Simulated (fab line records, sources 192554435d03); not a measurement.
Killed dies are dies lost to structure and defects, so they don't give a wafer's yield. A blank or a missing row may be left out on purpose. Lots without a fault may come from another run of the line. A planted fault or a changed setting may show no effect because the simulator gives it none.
A struck lot beside a sound one | flow n5_finfet | 34 steps out of a route of 1938
Sound: wafers L213.1, L213.2, L213.5. Struck: wafers L215.3, L215.5, L215.6. The cause comes at the end.
At each step with rows: each side's tool, then ch and its chambers, then its first start. Under that, the readings that differ: sound wafers | struck wafers | difference of the means | sigmas: that difference in standard deviations of wafers without a fault.
alike: readings whose means differ by less than 2 such deviations, and words and numbers that are the same on both sides. not compared: withheld readings, readings that some wafer has no value for, bounds like >300 that may hide the same value, and numbers for which the record gives no deviation and whose values overlap.
The two part at a step that has a row with sigmas, a row that says differs or no value, or rows on one side only. Numbers that don't overlap but have no deviation are shown without sigmas and don't part them. A reading that every wafer of one side lacks parts them only if that side has two wafers or more.

first, 9 steps without rows for these wafers: N5_BEOL_M10_EXPOSE_25 (exposes mask V9); N5_BEOL_M10_PEB_26 (peb time 60 s); N5_BEOL_M10_DEVELOP_27 (develop time 30 s); N5_BEOL_M10_DESCUM_33 (chemistry O2, time 7.9 s); N5_BEOL_M10_ETCH_65 (etches SiARC in CF4, target depth 39 nm, time 65 s); N5_BEOL_M10_ETCH_66 (etches SOC in N2/H2, target depth 120 nm, overetch 24 nm, time 180 s); N5_BEOL_M10_STRIP_69 (strips in N2/H2); N5_BEOL_M10_VIA_ETCH_34 (etches SiCOH lowk in C4F6/O2, target depth 184.5 nm, time 69.2 s); N5_BEOL_M10_STRIP_73 (strips in C4F6/O2).
N5_BEOL_M10_STRIP_36: strips in N2/H2.
  sound on rie_diel-05 ch 0,1,3, day 10 22:58; struck on rie_diel-05 ch 1,2,3, day 11 17:15
  alike: drypump_motor_current_A, oes_product_au, rf_vpp_V, showerhead_plenum_p_Torr, throttle_valve_pct
  not compared: rf_hours_counter_h
then, 23 steps without rows for these wafers: N5_BEOL_M10_TRENCH_ETCH_37 (etches SiCOH lowk in C4F6/O2, target depth 148.83 nm, time 48 s); N5_BEOL_M10_ETCH_41 (etches SiCN in CH3F/O2, target depth 42.6 nm, time 86 s); N5_BEOL_M10_STRIP_77 (strips in N2/H2, time 10 s); N5_BEOL_M10_HM_STRIP_39 (strips TiN in peroxide tin strip, target depth 25 nm, time 158 s); N5_BEOL_M10_SRD_40 (time 30 s); N5_BEOL_M10_PRECLEAN_42 (cleans in residue remover, time 60 s); N5_BEOL_M10_SRD_43 (time 30 s); N5_BEOL_M10_CURE_72 (cures SiCOH lowk, time 120 s); N5_BEOL_M10_DEGAS_44 (time 60 s); N5_BEOL_M10_PRE_CLEAN_45 (time 30 s); N5_BEOL_M10_ALD_74 (deposits TaN, target thk 2 nm, pulse time 2 s, purge time 3 s); N5_BEOL_M10_SURFACE_TREAT_76; N5_BEOL_M10_CVD_75 (deposits Co from CCTBA/H2, target thk 2 nm, time 138.9 s); N5_BEOL_M10_SPUTTER_48 (material Cu, target thk 12 nm, time 2 s); N5_BEOL_M10_ECD_50 (material Cu, target thk 318 nm); N5_BEOL_M10_ANNEAL_51 (time 90 s); N5_BEOL_M10_CMP_52 (polishes, stops on SiCOH lowk, t overpolish 7 s, target thk 140 nm); N5_BEOL_M10_PRE_CLEAN_55 (time 15 s); N5_BEOL_M10_DEP_56 (deposits SiCN from 3MS/NH3, target thk 15 nm, time 26.5 s); N5_BEOL_M11_ILD_DEP_00 (deposits SiCOH lowk from DEMS/porogen, target thk 308.51 nm, time 58 s); N5_BEOL_M11_CURE_71 (cures SiCOH lowk, time 240 s); N5_BEOL_M11_PECVD_70 (deposits SiO2 from TEOS/O2, target thk 20 nm, time 22.7 s); N5_BEOL_M11_HM_DEP_02 (deposits TiN, target thk 20 nm).
-- the record jumps here: 2 days lie between the struck wafers' starts before and after (it left off in module BEOL_M11 and takes up again in module PASSIVATION, whose first step shown is number 1936 of the route) --
N5_PASSIVATION_PROBE_49:
  sound on prober-02, day 12 21:01; struck on prober-01, day 13 22:05
  reading                  | sound          | struck         | difference | sigmas
  defect_limited_yield (%) | 89.7 91.1 93.4 | 85.3 84.7 80.9 | -7.8       | -5
  killed_at_M4_up          | 17 20 15       | 97 99 148      | +97        | +18
  killed_dies              | 121 105 78     | 173 181 225    | +92        | +5
  killed_on_rim            | 17 18 7        | 33 28 11       | +10        | +3
  sort_bin_5_function (%)  | 5.6 4.9 3.8    | 8.4 8.4 11.3   | +4.6       | +5
  sort_n_pass              | 1059 1075 1102 | 1007 999 955   | -92        | -5
  sort_yield_pct (%)       | 89.7 91.1 93.4 | 85.3 84.7 80.9 | -7.8       | -5
  alike: killed_at_M0_to_M3, killed_at_contacts, killed_at_front_end, killed_at_other, killed_open, killed_short, sort_bin_6_memory

WHERE THEY PART
Only at N5_PASSIVATION_PROBE_49, within this record.

WHY: what the simulator had put in
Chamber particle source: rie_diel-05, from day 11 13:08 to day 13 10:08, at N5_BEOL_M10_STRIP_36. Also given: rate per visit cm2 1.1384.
